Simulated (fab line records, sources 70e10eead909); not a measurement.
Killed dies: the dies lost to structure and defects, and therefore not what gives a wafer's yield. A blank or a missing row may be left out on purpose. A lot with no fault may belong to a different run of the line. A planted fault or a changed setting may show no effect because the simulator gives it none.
Matching of chambers + flow nandHarc + 3 sister chambers for NHARC_A_SGD_CUT_DEP_00 on pecvd-03
The step deposits SiNx, target thk 50 nm. 3 wafers are shown with their chamber, then 7 later ones without.

## WAFERS, EACH WITH ITS CHAMBER
| wafer  | chamber | heaterPowerW (W) |
|--------|---------|------------------|
| L827.5 | 1       | 766              |
| L845.3 | 2       | 817              |
| L845.5 | 0       | 602              |

## WAFERS WITH NO CHAMBER GIVEN
| wafer  | heaterPowerW (W) |
|--------|------------------|
| L845.6 | 807              |
| L847.1 | 813              |
| L847.2 | 627              |
| L847.6 | 754              |
| L846.1 | 825              |
| L846.4 | 615              |
| L846.6 | 818              |

## WHICH CHAMBER EACH ONE RAN IN
| wafer  | from the rows above | in truth |
|--------|---------------------|----------|
| L845.6 | 2                   | 2        |
| L847.1 | 2                   | 2        |
| L847.2 | 0                   | 0        |
| L847.6 | 1                   | 1        |
| L846.1 | 2                   | 2        |
| L846.4 | 0                   | 0        |
| L846.6 | 2                   | 2        |
Correct placement for 7 of the 7. Left unplaced by these rows: 0. Placed wrongly: 0.
How it was worked out, from the rows above alone: a wafer's distance from a chamber is the root of the sum, over the readings, of the square of ((its reading less the chamber's mean) divided by the reading's scatter). The wafer belongs to the nearest chamber; if the next one is less than 2 further off, it can't be placed. The mean given for a chamber averages the wafers shown for that chamber. The scatter: root of mean squared gap, hidden wafer to nearest shown wafer, with one shown wafer a chamber.
